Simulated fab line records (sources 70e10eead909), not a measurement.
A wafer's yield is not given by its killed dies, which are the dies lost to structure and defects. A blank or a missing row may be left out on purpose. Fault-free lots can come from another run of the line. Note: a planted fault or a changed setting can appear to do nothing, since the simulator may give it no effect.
Problem report in the 8D (eight disciplines) form, filled by code | flow nand harc | the parts of the form that need people (team, actions taken, sign-off) are left out

## 1. WHAT IS WRONG
Mean of heater power total W at NHARC_A_M1_SOFTBAKE_04: 203.76 W across 6 wafers in 2 lots; on wafers with no fault it is 188.45 W (standard deviation 0.12). That is +99 or more standard deviations from the usual mean.
The step: time 55 s.
Seen first at day 27 21:00 on litho track-04, wafer L272.1. The record has a number at this step for 42 wafers belonging to 14 lots. Rule for "out" (also "out of limits"): further than 4 standard deviations from the usual mean. Any other wafer with a number is counted as sound.

## 2. WHAT IT IS; WHAT IT IS NOT
question                    | is                     | is not
which readings at this step | heater power total W   | -
which lots                  | L272, L273             | L260, L261, L262, L263, L265, L266, L268, L271, L279, L281, L282, L283
which wafers of those lots  | all that have a number | -
read on which tools         | litho track-04         | litho track-01, litho track-06
when                        | from day 27 21:00      | up to then (21 sound wafers); but 15 sound wafers of L271, L279, L281, L282, L283 came after

## 3. WHAT RULES OUT EACH SUSPECT
Counting: a tool stays on the suspect list if, at a process step up to the reading, it processed all lots that are out and no sound lot following the first of them.
- rie diel-09 at NHARC_A_M0_ETCH_15 (etches the open film in C4F8/Ar, target depth 150 nm, overetch 15 nm, time 82.5 s): ruled out as a lasting fault. Following L272 (day 27 18:31), the first lot on it that is out, the sound lots L271, L279, L283 were run on it. NHARC_A_M0_ETCH_15: start missing for some lots; hours and lot order therefore follow NHARC_A_M0_DEGAS_28.
- pvd sputter-03 at NHARC_A_M0_PVD_21 (deposits Cu, target thk 30 nm, time 20.49 s): ruled out as a lasting fault. Following L272 (day 27 21:00), the first lot on it that is out, the sound lots L271, L281 were run on it. NHARC_A_M0_PVD_21: start missing for some lots; hours and lot order therefore follow NHARC_A_M1_SOFTBAKE_04.
- litho track-04 at NHARC_A_M1_SOFTBAKE_04 (time 55 s): ruled out as a lasting fault. Following L272 (day 27 21:00), the first lot on it that is out, the sound lots L279, L281 were run on it.
Left after counting: nothing in the record.

## 4. THE CAUSE (what the simulator had put in)
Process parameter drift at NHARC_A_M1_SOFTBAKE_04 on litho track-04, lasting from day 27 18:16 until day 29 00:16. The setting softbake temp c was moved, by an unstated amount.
Counting ruled it out, wrongly.

## 5. SEQUENCE OF EFFECTS, ordered by route
Each row: a reading where the mean over the struck wafers with a number is more than 3 standard deviations away from the usual. Readings are gone through only where the record gives a usual standard deviation; hours: the median, over the lots, of the time from a lot's start at the first step in this table giving one to that lot's start at this step; sigmas: the change measured in usual standard deviations.
hours | step                   | reading              | usual    | on struck wafers | change | sigmas
0     | NHARC_A_M1_SOFTBAKE_04 | heater power total W | 188.45 W | 203.76           | +15.31 | +99 or more
Its process steps:
- NHARC_A_M1_SOFTBAKE_04: time 55 s.

## 6. WHAT WOULD HAVE CAUGHT IT SOONER
The fault began at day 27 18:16; the first out-of-limits reading in this record came at day 27 21:00, 3 hours later.
